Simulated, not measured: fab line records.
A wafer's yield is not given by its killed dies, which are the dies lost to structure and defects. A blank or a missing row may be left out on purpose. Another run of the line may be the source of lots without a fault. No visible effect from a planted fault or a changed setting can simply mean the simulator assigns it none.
Matching of chambers    flow n5Finfet    pecvd-03 running N5_BEOL_M6_PECVD_70: 3 sister chambers
The step deposits SiO2 from TEOS/O2, target thk 20 nm, time 22.7 s. 22 wafers are shown with their chamber, then 11 later ones without.

== WAFERS WITH THEIR CHAMBER ==
wafer   chamber  throttleValvePct (%)  showerheadPlenumPTorr (Torr)  heaterPowerW (W)
L075.2  1        22.7                  8.80                          849
L075.3  0        23.2                  8.77                          665
L075.6  1        22.9                  8.81                          865
L078.1  2        21.0                  8.90                          679
L078.2  1        23.0                  8.82                          824
L078.5  2        20.8                  8.87                          694
L079.1  2        21.1                  8.86                          673
L079.5  0        23.2                  8.79                          758
L079.6  1        22.8                  8.83                          798
L080.1  2        20.9                  8.85                          654
L080.2  1        23.0                  8.81                          762
L080.6  2        21.0                  8.91                          647
L082.1  0        23.4                  8.77                          711
L082.3  2        21.0                  8.90                          654
L082.4  1        22.8                  8.80                          784
L085.1  1        22.9                  8.83                          762
L085.3  0        23.3                  8.75                          662
L085.6  0        22.9                  8.75                          672
L087.1  1        22.9                  8.82                          826
L087.3  2        21.0                  8.87                          693
L087.6  1        22.8                  8.79                          843
L088.1  0        23.4                  8.77                          739

SIGNATURES, as means of the wafers listed above
reading                chamber 0  chamber 1  chamber 2  scatter within a chamber
throttleValvePct       23.233     22.867     20.971     0.127
showerheadPlenumPTorr  8.7667     8.8122     8.8800     0.0176
heaterPowerW           701.17     812.56     670.57     34.1
Rule: a wafer lies at a distance from a chamber equal to the root of the sum of squares, over the readings, of (its reading less the chamber's mean, divided by the reading's scatter). The wafer belongs to the nearest chamber; if the next one is less than 2 further off, it can't be placed. The scatter: take each reading less its chamber's mean, square it, sum over the shown wafers, divide by the number of wafers less the number of chambers, and take the root.

== WAFERS WITHOUT THEIR CHAMBER ==
wafer   throttleValvePct (%)  showerheadPlenumPTorr (Torr)  heaterPowerW (W)
L088.5  22.9                  8.81                          873
L088.6  23.3                  8.75                          765
L089.3  20.9                  8.86                          688
L089.4  23.1                  8.76                          762
L089.5  20.8                  8.88                          701
L092.2  21.0                  8.90                          624
L092.3  22.6                  8.80                          840
L092.4  22.9                  8.78                          820
L097.1  23.1                  8.83                          810
L097.3  21.4                  8.87                          648
L097.4  23.0                  8.75                          733

== WHICH CHAMBER EACH ONE RAN IN ==
wafer   from the rows above      in truth
L088.5  1                        1
L088.6  0                        0
L089.3  2                        2
L089.4  can't be placed: 0 or 1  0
L089.5  2                        2
L092.2  2                        2
L092.3  1                        1
L092.4  1                        1
L097.1  1                        1
L097.3  2                        2
L097.4  0                        0
Correctly placed: 10 of 11. Not placeable from these rows: 1 (in 1, the candidates include the true chamber). Placed wrongly: 0.
